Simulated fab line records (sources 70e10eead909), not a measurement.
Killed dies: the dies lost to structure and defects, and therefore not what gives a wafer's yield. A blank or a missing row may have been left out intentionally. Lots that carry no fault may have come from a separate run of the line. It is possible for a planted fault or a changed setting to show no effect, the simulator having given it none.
Chamber matching ; flow nand harc ; NHARC_A_WL_FILL_STRIP_29 on rie diel-06 has 4 sister chambers
The step strips in O2, time 20 s. 20 wafers are shown with their chamber, then 10 later ones without.

## WAFERS WITH THEIR CHAMBER
wafer;chamber;showerhead plenum p Torr (Torr);drypump motor current A (A);oes product au (a.u.)
L075.2;0;3.70;5.0;0.994
L075.3;1;3.30;6.1;0.996
L075.4;3;3.54;6.3;1.011
L074.1;3;3.53;6.3;1.020
L074.4;0;3.70;5.0;0.991
L074.5;0;3.70;5.0;0.998
L077.1;3;3.53;6.3;1.016
L077.4;1;3.30;6.1;0.998
L077.5;0;3.70;5.0;0.995
L078.3;2;3.55;5.0;0.983
L078.5;2;3.55;4.9;0.974
L078.6;0;3.70;5.0;0.988
L082.2;3;3.53;6.3;1.012
L082.5;1;3.30;6.1;0.977
L082.6;0;3.70;5.0;0.988
L084.1;1;3.30;6.1;0.987
L084.2;0;3.70;5.0;0.980
L084.4;3;3.53;6.3;1.018
L090.1;2;3.55;5.0;0.981
L090.3;0;3.70;5.0;0.983

SIGNATURES (means of the wafers above)
reading;chamber 0;chamber 1;chamber 2;chamber 3;scatter within a chamber
showerhead plenum p Torr;3.7000;3.3000;3.5500;3.5320;0.00224
drypump motor current A;5.000;6.100;4.967;6.300;0.0204
oes product au;0.98962;0.98950;0.97933;1.01540;0.00634
Rule: a wafer lies at a distance from a chamber equal to the root of the sum of squares, over the readings, of (its reading less the chamber's mean, divided by the reading's scatter). If the next closest chamber is less than 2 further off than the closest, the wafer can't be placed; otherwise it belongs to the closest. The scatter is the square root of a quotient: the sum, over the shown wafers, of each reading's squared deviation from its chamber's mean, divided by wafers minus chambers.

## WAFERS WITH NO CHAMBER GIVEN
wafer;showerhead plenum p Torr (Torr);drypump motor current A (A);oes product au (a.u.)
L090.4;3.30;6.1;1.017
L089.2;3.70;5.0;0.981
L089.3;3.55;4.9;0.972
L089.5;3.53;6.2;0.992
L094.1;3.53;6.3;0.996
L094.3;3.30;6.1;1.016
L094.5;3.30;6.1;1.018
L096.3;3.55;4.9;0.986
L096.4;3.70;5.0;0.983
L096.6;3.55;5.0;0.975

## EACH ONE'S CHAMBER
wafer;from the rows above;in truth
L090.4;1;1
L089.2;0;0
L089.3;2;2
L089.5;3;3
L094.1;3;3
L094.3;1;1
L094.5;1;1
L096.3;2;2
L096.4;0;0
L096.6;2;2
Placed correctly: 10 of 10. Can't be placed from these rows: 0. Placed wrongly: 0.
